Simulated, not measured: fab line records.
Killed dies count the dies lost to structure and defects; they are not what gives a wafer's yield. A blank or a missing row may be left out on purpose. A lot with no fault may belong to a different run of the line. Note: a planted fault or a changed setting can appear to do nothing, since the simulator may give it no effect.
Code-filled problem report in 8D (eight disciplines) form -- flow n5 finfet -- the parts of the form that need people (team, actions taken, sign-off) are left out

## 1. THE ISSUE
Wafers with no fault read 170.0 W with a standard deviation of 0.48, whereas bias w at N5_PASSIVATION_ETCH_54 reads a mean of 140.9 W on 1 wafer of 1 lot. Measured from the usual mean, that is -61 standard deviations.
The step: etches SiO2 in CHF3/O2, target depth 880 nm, time 440 s.
The first sign was on wafer L733.2 at day 15 16:42, on rie diel-03. The record holds 14 wafers of 5 lots with a number at this step. The rule behind "out" and "out of limits": a value lying over 4 standard deviations away from the usual mean. The rest of the wafers with a number are treated as sound.

## 2. WHAT IT IS, AND WHAT IT ISN'T
question,is,is not
which readings at this step,"bias w, rf vpp V","drypump motor current A, oes product au, showerhead plenum p Torr, throttle valve pct"
which lots,L733,"L719, L721, L732, L741"
which wafers of those lots,L733.2,"L733.3, L733.4"
read on which tools,rie diel-03,rie diel-06
when,from day 15 16:42,up to then (10 sound wafers); but 3 sound wafers of L741 came after

## 3. THE SUSPECTS, EACH WITH WHAT RULES IT OUT
Counting: any tool at a process step up to the reading remains a suspect provided it ran every lot that is out. Sound lots after the first of them don't rule it out here, since some wafers of a struck lot are sound.
- rie diel-03 at N5_PASSIVATION_DESCUM_46 (chemistry O2, time 7.9 s): kept. It processed L733, the lot that is out, at day 15 16:26, and its most recent sound lot before then was L721 at day 12 15:04.
- rie diel-03 at N5_PASSIVATION_PASS_ETCH_47 (etches SiNx in CF4/O2, target depth 770 nm, time 385 s): kept. It processed L733, the lot that is out, at day 15 16:29, and its most recent sound lot before then was L721 at day 12 15:05.
- rie diel-03 at N5_PASSIVATION_ETCH_54 (etches SiO2 in CHF3/O2, target depth 880 nm, time 440 s): kept. It processed L733, the lot that is out, at day 15 16:42, and its most recent sound lot before then was L721 at day 12 15:19. Out on those wafers are its own readings of bias w, rf vpp V.
- rie diel-03, N5_PASSIVATION_DESCUM_46: wafers that are out in chamber 3, sound lot-mates in chambers 0, 2.
- rie diel-03, N5_PASSIVATION_PASS_ETCH_47: wafers that are out in chamber 3, sound lot-mates in chambers 0, 2.
- rie diel-03, N5_PASSIVATION_ETCH_54: wafers that are out in chamber 3, sound lot-mates in chambers 0, 2.
After the count, these remain: rie diel-03 at N5_PASSIVATION_DESCUM_46, rie diel-03 at N5_PASSIVATION_PASS_ETCH_47 and rie diel-03 at N5_PASSIVATION_ETCH_54.

## 4. THE CAUSE (what the simulator had put in)
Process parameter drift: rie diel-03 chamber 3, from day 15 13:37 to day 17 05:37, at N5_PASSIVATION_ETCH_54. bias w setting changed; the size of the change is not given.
This tool is one of the 3 suspects left after counting.

## 5. THE EFFECT CHAIN, in route order
Rows list readings where the struck wafers' mean (over those with a number) sits beyond 3 standard deviations from the usual. Only readings whose record carries a usual standard deviation are examined. hours: median over the lots of the time between each lot's start at the first step of this table that gives one and its start at this step. sigmas: the change, counted in usual standard deviations.
hours,step,reading,usual,on struck wafers,change,sigmas
0,N5_PASSIVATION_ETCH_54,bias w,170.0 W,140.9,-29.1,-61
0,N5_PASSIVATION_ETCH_54,rf vpp V,523 V,474,-49,-4.1
The process steps in it:
- N5_PASSIVATION_ETCH_54: etches SiO2 in CHF3/O2, target depth 880 nm, time 440 s.

## 6. WHAT WOULD HAVE CAUGHT IT SOONER
The fault began at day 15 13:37; the first out-of-limits reading in this record came at day 15 16:42, 3 hours later.
